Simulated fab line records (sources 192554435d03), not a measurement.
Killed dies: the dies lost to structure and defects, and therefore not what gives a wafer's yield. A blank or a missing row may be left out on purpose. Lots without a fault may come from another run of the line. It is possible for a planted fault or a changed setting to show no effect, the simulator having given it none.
Matching of chambers + flow n5 finfet + rie diel-05 running N5_BEOL_M5_ETCH_61: 4 sister chambers
The step etches SiARC in CF4, target depth 15.6 nm, time 26 s. 8 wafers are shown with their chamber, then 7 later ones without.

## WAFERS WITH THEIR CHAMBER
| wafer  | chamber | showerhead plenum p Torr (Torr) | oes product au (a.u.) |
|--------|---------|---------------------------------|-----------------------|
| L078.1 | 2       | 2.21                            | 0.60                  |
| L078.3 | 1       | 2.06                            | 0.63                  |
| L079.6 | 2       | 2.21                            | 0.60                  |
| L082.2 | 1       | 2.06                            | 0.61                  |
| L082.3 | 3       | 2.26                            | 0.77                  |
| L082.4 | 0       | 2.04                            | 0.60                  |
| L085.2 | 0       | 2.03                            | 0.58                  |
| L085.4 | 3       | 2.25                            | 0.74                  |

## WAFERS MISSING THEIR CHAMBER
| wafer  | showerhead plenum p Torr (Torr) | oes product au (a.u.) |
|--------|---------------------------------|-----------------------|
| L085.6 | 2.05                            | 0.61                  |
| L092.2 | 2.25                            | 0.73                  |
| L092.4 | 2.03                            | 0.58                  |
| L092.6 | 2.03                            | 0.58                  |
| L097.1 | 2.25                            | 0.73                  |
| L097.3 | 2.03                            | 0.58                  |
| L097.6 | 2.05                            | 0.60                  |

## WHICH CHAMBER EACH ONE RAN IN
| wafer  | from the rows above     | in truth |
|--------|-------------------------|----------|
| L085.6 | can't be placed: 1 or 0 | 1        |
| L092.2 | 3                       | 3        |
| L092.4 | 0                       | 0        |
| L092.6 | 0                       | 0        |
| L097.1 | 3                       | 3        |
| L097.3 | 0                       | 0        |
| L097.6 | can't be placed: 1 or 0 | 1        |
Correct placement for 5 of the 7. Not placeable from these rows: 2 (in 2, the candidates include the true chamber). Placed wrongly: 0.
How it was worked out, from the rows above alone: a wafer's distance from a chamber is the root of the sum, over the readings, of the square of ((its reading less the chamber's mean) divided by the reading's scatter). If the next closest chamber is less than 2 further off than the closest, the wafer can't be placed; otherwise it belongs to the closest. The mean given for a chamber averages the wafers shown for that chamber. The scatter: take each reading less its chamber's mean, square it, sum over the shown wafers, divide by the number of wafers less the number of chambers, and take the root.
